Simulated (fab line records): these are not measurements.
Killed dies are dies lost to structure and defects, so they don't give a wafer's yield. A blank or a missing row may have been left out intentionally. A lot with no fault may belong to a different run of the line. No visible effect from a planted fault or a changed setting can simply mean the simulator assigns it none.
Chamber matching / flow n5 finfet / N5_BEOL_M0_SAQP_CUT_ETCH_46 on rie diel-05 has 4 sister chambers
The step etches SOC in N2/H2, target depth 135 nm, overetch 27 nm, time 202.5 s. 4 wafers are shown with their chamber, then 8 later ones without.

== EACH WAFER AND ITS CHAMBER ==
wafer=L084.4; chamber=1; throttle valve pct (%)=17.75
wafer=L084.5; chamber=3; throttle valve pct (%)=18.11
wafer=L084.6; chamber=0; throttle valve pct (%)=18.07
wafer=L086.1; chamber=2; throttle valve pct (%)=17.64

== WAFERS WITHOUT THEIR CHAMBER ==
wafer=L086.3; throttle valve pct (%)=18.12
wafer=L086.5; throttle valve pct (%)=17.64
wafer=L089.1; throttle valve pct (%)=18.08
wafer=L089.2; throttle valve pct (%)=17.78
wafer=L089.6; throttle valve pct (%)=17.77
wafer=L092.1; throttle valve pct (%)=18.11
wafer=L092.3; throttle valve pct (%)=18.14
wafer=L092.4; throttle valve pct (%)=17.64

== WHICH CHAMBER EACH ONE RAN IN ==
wafer=L086.3; from the rows above=3; in truth=3
wafer=L086.5; from the rows above=2; in truth=2
wafer=L089.1; from the rows above=can't be placed: 0 or 3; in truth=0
wafer=L089.2; from the rows above=1; in truth=1
wafer=L089.6; from the rows above=1; in truth=1
wafer=L092.1; from the rows above=3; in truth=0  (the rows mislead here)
wafer=L092.3; from the rows above=3; in truth=3
wafer=L092.4; from the rows above=2; in truth=2
Correctly placed: 6 of 8. Can't be placed from these rows: 1 (the true chamber is among the candidates in 1). Number placed wrongly: 1.
How it was worked out, from the rows above alone: a wafer's distance from a chamber is the root of the sum, over the readings, of the square of ((its reading less the chamber's mean) divided by the reading's scatter). If the next closest chamber is less than 2 further off than the closest, the wafer can't be placed; otherwise it belongs to the closest. Each chamber's mean is taken over the wafers shown for it. The scatter (one wafer shown for each chamber): square how far every hidden wafer sits from the nearest shown wafer, average those squares and take the square root.
